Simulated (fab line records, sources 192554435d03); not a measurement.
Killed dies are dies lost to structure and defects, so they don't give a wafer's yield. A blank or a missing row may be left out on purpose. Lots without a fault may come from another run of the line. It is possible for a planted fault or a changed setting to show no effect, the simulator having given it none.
Chamber matching :: flow n5 finfet :: 4 sister chambers for N5_GATE_CUT_STRIP_59 on rie diel-01
The step strips in N2/H2, time 20 s. 4 wafers are shown with their chamber, then 9 later ones without.

## WAFERS, EACH WITH ITS CHAMBER
wafer: L082.6
chamber: 2
showerhead plenum p Torr (Torr): 3.48

wafer: L083.5
chamber: 0
showerhead plenum p Torr (Torr): 3.16

wafer: L091.3
chamber: 1
showerhead plenum p Torr (Torr): 3.27

wafer: L091.4
chamber: 3
showerhead plenum p Torr (Torr): 3.53

## WAFERS WITH NO CHAMBER GIVEN
wafer: L092.2
showerhead plenum p Torr (Torr): 3.27

wafer: L092.5
showerhead plenum p Torr (Torr): 3.27

wafer: L092.6
showerhead plenum p Torr (Torr): 3.52

wafer: L093.1
showerhead plenum p Torr (Torr): 3.27

wafer: L093.3
showerhead plenum p Torr (Torr): 3.52

wafer: L093.4
showerhead plenum p Torr (Torr): 3.15

wafer: L095.1
showerhead plenum p Torr (Torr): 3.27

wafer: L095.4
showerhead plenum p Torr (Torr): 3.47

wafer: L095.6
showerhead plenum p Torr (Torr): 3.52

## CHAMBER TAKEN BY EACH
wafer: L092.2
from the rows above: 1
in truth: 1

wafer: L092.5
from the rows above: 1
in truth: 1

wafer: L092.6
from the rows above: 3
in truth: 3

wafer: L093.1
from the rows above: 1
in truth: 1

wafer: L093.3
from the rows above: 3
in truth: 3

wafer: L093.4
from the rows above: 0
in truth: 0

wafer: L095.1
from the rows above: 1
in truth: 1

wafer: L095.4
from the rows above: 2
in truth: 2

wafer: L095.6
from the rows above: 3
in truth: 3
Placed correctly: 9 of 9. From these rows, 0 cannot be placed. 0 placed wrongly.
How it was worked out, from the rows above alone: a wafer's distance from a chamber is the root of the sum, over the readings, of the square of ((its reading less the chamber's mean) divided by the reading's scatter). The wafer belongs to the nearest chamber; if the next one is less than 2 further off, it can't be placed. Each chamber's mean is taken over the wafers shown for it. The scatter: with one shown wafer a chamber, the root of the mean of the squares of how far each hidden wafer lies from its nearest shown one.
